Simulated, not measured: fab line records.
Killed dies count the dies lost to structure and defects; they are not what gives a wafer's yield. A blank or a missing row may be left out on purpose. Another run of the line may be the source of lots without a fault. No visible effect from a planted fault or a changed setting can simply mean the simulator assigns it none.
Matching of chambers + flow n5Finfet + pecvd-04 running N5_BEOL_M8_ILD_DEP_00: 3 sister chambers
The step deposits SiCOH lowk from DEMS/porogen, target thk 179.75 nm, time 33.4 s. 16 wafers are shown with their chamber, then 8 later ones without.

EACH WAFER AND ITS CHAMBER
| wafer  | chamber | throttleValvePct (%) | showerheadPlenumPTorr (Torr) | heaterPowerW (W) |
|--------|---------|----------------------|------------------------------|------------------|
| L074.2 | 0       | 15.6                 | 5.754                        | 253              |
| L074.3 | 0       | 15.5                 | 5.740                        | 252              |
| L074.5 | 0       | 15.3                 | 5.737                        | 260              |
| L079.3 | 2       | 13.1                 | 5.764                        | 253              |
| L079.4 | 2       | 12.8                 | 5.745                        | 259              |
| L079.6 | 1       | 13.4                 | 5.717                        | 245              |
| L078.1 | 2       | 12.7                 | 5.745                        | 294              |
| L078.3 | 1       | 13.3                 | 5.704                        | 276              |
| L078.5 | 0       | 15.4                 | 5.740                        | 239              |
| L080.1 | 2       | 12.7                 | 5.757                        | 266              |
| L080.3 | 0       | 15.3                 | 5.758                        | 268              |
| L080.4 | 0       | 15.1                 | 5.738                        | 267              |
| L084.1 | 2       | 12.7                 | 5.746                        | 279              |
| L084.3 | 0       | 15.3                 | 5.745                        | 254              |
| L084.4 | 2       | 13.0                 | 5.765                        | 281              |
| L085.3 | 0       | 15.2                 | 5.736                        | 270              |

SIGNATURES (averages over the wafers above)
| reading               | chamber 0 | chamber 1 | chamber 2 | scatter within a chamber |
|-----------------------|-----------|-----------|-----------|--------------------------|
| throttleValvePct      | 15.338    | 13.350    | 12.833    | 0.161                    |
| showerheadPlenumPTorr | 5.74350   | 5.71050   | 5.75367   | 0.00884                  |
| heaterPowerW          | 257.88    | 260.50    | 272.00    | 13.7                     |
Rule: a wafer lies at a distance from a chamber equal to the root of the sum of squares, over the readings, of (its reading less the chamber's mean, divided by the reading's scatter). The wafer belongs to the nearest chamber; if the next one is less than 2 further off, it can't be placed. The scatter is the square root of a quotient: the sum, over the shown wafers, of each reading's squared deviation from its chamber's mean, divided by wafers minus chambers.

WAFERS WITH NO CHAMBER GIVEN
| wafer  | throttleValvePct (%) | showerheadPlenumPTorr (Torr) | heaterPowerW (W) |
|--------|----------------------|------------------------------|------------------|
| L085.4 | 13.1                 | 5.710                        | 237              |
| L085.6 | 12.8                 | 5.768                        | 291              |
| L086.1 | 13.3                 | 5.714                        | 281              |
| L086.2 | 13.1                 | 5.752                        | 265              |
| L086.6 | 15.2                 | 5.773                        | 237              |
| L096.1 | 15.2                 | 5.749                        | 269              |
| L096.5 | 15.3                 | 5.745                        | 272              |
| L096.6 | 13.0                 | 5.706                        | 272              |

WHICH CHAMBER EACH WENT THROUGH
| wafer  | from the rows above | in truth |
|--------|---------------------|----------|
| L085.4 | 1                   | 1        |
| L085.6 | 2                   | 2        |
| L086.1 | 1                   | 1        |
| L086.2 | 2                   | 2        |
| L086.6 | 0                   | 0        |
| L096.1 | 0                   | 0        |
| L096.5 | 0                   | 0        |
| L096.6 | 1                   | 1        |
8 of 8 placed correctly. Number that these rows cannot place: 0. Number placed wrongly: 0.
